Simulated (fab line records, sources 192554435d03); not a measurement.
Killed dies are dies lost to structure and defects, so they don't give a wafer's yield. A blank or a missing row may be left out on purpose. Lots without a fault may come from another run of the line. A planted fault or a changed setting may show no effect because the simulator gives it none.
Chamber matching | flow n5_finfet | N5_BEOL_M12_ETCH_67 on rie_diel-05: 4 sister chambers
The step etches SiARC in CF4, target depth 143 nm, time 238.3 s. 8 wafers are shown with their chamber, then 7 later ones without.

WAFERS WITH THEIR CHAMBER
wafer  | chamber | showerhead_plenum_p_Torr (Torr) | throttle_valve_pct (%)
L085.2 | 3       | 2.26                            | 15.47
L085.4 | 1       | 2.05                            | 15.86
L085.6 | 0       | 2.15                            | 15.34
L088.2 | 0       | 2.15                            | 15.34
L088.5 | 1       | 2.04                            | 15.88
L088.6 | 2       | 2.20                            | 15.68
L087.1 | 2       | 2.20                            | 15.69
L087.2 | 3       | 2.25                            | 15.50

WAFERS WITHOUT THEIR CHAMBER
wafer  | showerhead_plenum_p_Torr (Torr) | throttle_valve_pct (%)
L087.6 | 2.25                            | 15.51
L089.3 | 2.20                            | 15.67
L089.4 | 2.25                            | 15.50
L089.5 | 2.04                            | 15.85
L096.1 | 2.04                            | 15.90
L096.2 | 2.25                            | 15.54
L096.4 | 2.25                            | 15.52

WHICH CHAMBER EACH WENT THROUGH
wafer  | from the rows above | in truth
L087.6 | 3                   | 3
L089.3 | 2                   | 2
L089.4 | 3                   | 3
L089.5 | 1                   | 1
L096.1 | 1                   | 1
L096.2 | 3                   | 3
L096.4 | 3                   | 3
Placed correctly: 7 of 7. Can't be placed from these rows: 0. Placed wrongly: 0.
How it was worked out, from the rows above alone: a wafer's distance from a chamber is the root of the sum, over the readings, of the square of ((its reading less the chamber's mean) divided by the reading's scatter). The wafer belongs to the nearest chamber; if the next one is less than 2 further off, it can't be placed. A chamber's mean is the mean of its shown wafers. The scatter: the root of (the sum of the squares of (reading less its chamber's mean) over the shown wafers, divided by (wafers less chambers)).
